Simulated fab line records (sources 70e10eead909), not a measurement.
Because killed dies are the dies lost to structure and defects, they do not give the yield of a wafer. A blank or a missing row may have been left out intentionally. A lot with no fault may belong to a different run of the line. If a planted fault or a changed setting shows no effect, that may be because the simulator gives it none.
Matching of chambers :: flow nand_harc :: NHARC_A_CONTACT_DESCUM_47 on rie_diel-10: 4 sister chambers
The step chemistry O2, time 3 s. 4 wafers are shown with their chamber, then 12 later ones without.

## EACH WAFER AND ITS CHAMBER
wafer: L084.4
chamber: 1
drypump_motor_current_A (A): 5.66

wafer: L090.2
chamber: 0
drypump_motor_current_A (A): 6.17

wafer: L089.5
chamber: 3
drypump_motor_current_A (A): 5.79

wafer: L089.6
chamber: 2
drypump_motor_current_A (A): 6.23

## WAFERS MISSING THEIR CHAMBER
wafer: L092.3
drypump_motor_current_A (A): 6.26

wafer: L092.5
drypump_motor_current_A (A): 6.16

wafer: L092.6
drypump_motor_current_A (A): 5.83

wafer: L093.1
drypump_motor_current_A (A): 5.67

wafer: L093.5
drypump_motor_current_A (A): 6.14

wafer: L093.6
drypump_motor_current_A (A): 5.64

wafer: L094.2
drypump_motor_current_A (A): 6.15

wafer: L094.4
drypump_motor_current_A (A): 5.83

wafer: L094.6
drypump_motor_current_A (A): 5.67

wafer: L095.3
drypump_motor_current_A (A): 5.67

wafer: L095.5
drypump_motor_current_A (A): 5.67

wafer: L095.6
drypump_motor_current_A (A): 6.28

## CHAMBER TAKEN BY EACH
wafer: L092.3
from the rows above: 2
in truth: 2

wafer: L092.5
from the rows above: 0
in truth: 0

wafer: L092.6
from the rows above: 3
in truth: 3

wafer: L093.1
from the rows above: 1
in truth: 1

wafer: L093.5
from the rows above: 0
in truth: 0

wafer: L093.6
from the rows above: 1
in truth: 1

wafer: L094.2
from the rows above: 0
in truth: 0

wafer: L094.4
from the rows above: 3
in truth: 3

wafer: L094.6
from the rows above: 1
in truth: 1

wafer: L095.3
from the rows above: 1
in truth: 1

wafer: L095.5
from the rows above: 1
in truth: 1

wafer: L095.6
from the rows above: 2
in truth: 2
Correctly placed: 12 of 12. From these rows, 0 cannot be placed. Placed wrongly: 0.
How it was worked out, from the rows above alone: a wafer's distance from a chamber is the root of the sum, over the readings, of the square of ((its reading less the chamber's mean) divided by the reading's scatter). The wafer belongs to the nearest chamber; if the next one is less than 2 further off, it can't be placed. The mean given for a chamber averages the wafers shown for that chamber. The scatter: root of mean squared gap, hidden wafer to nearest shown wafer, with one shown wafer a chamber.
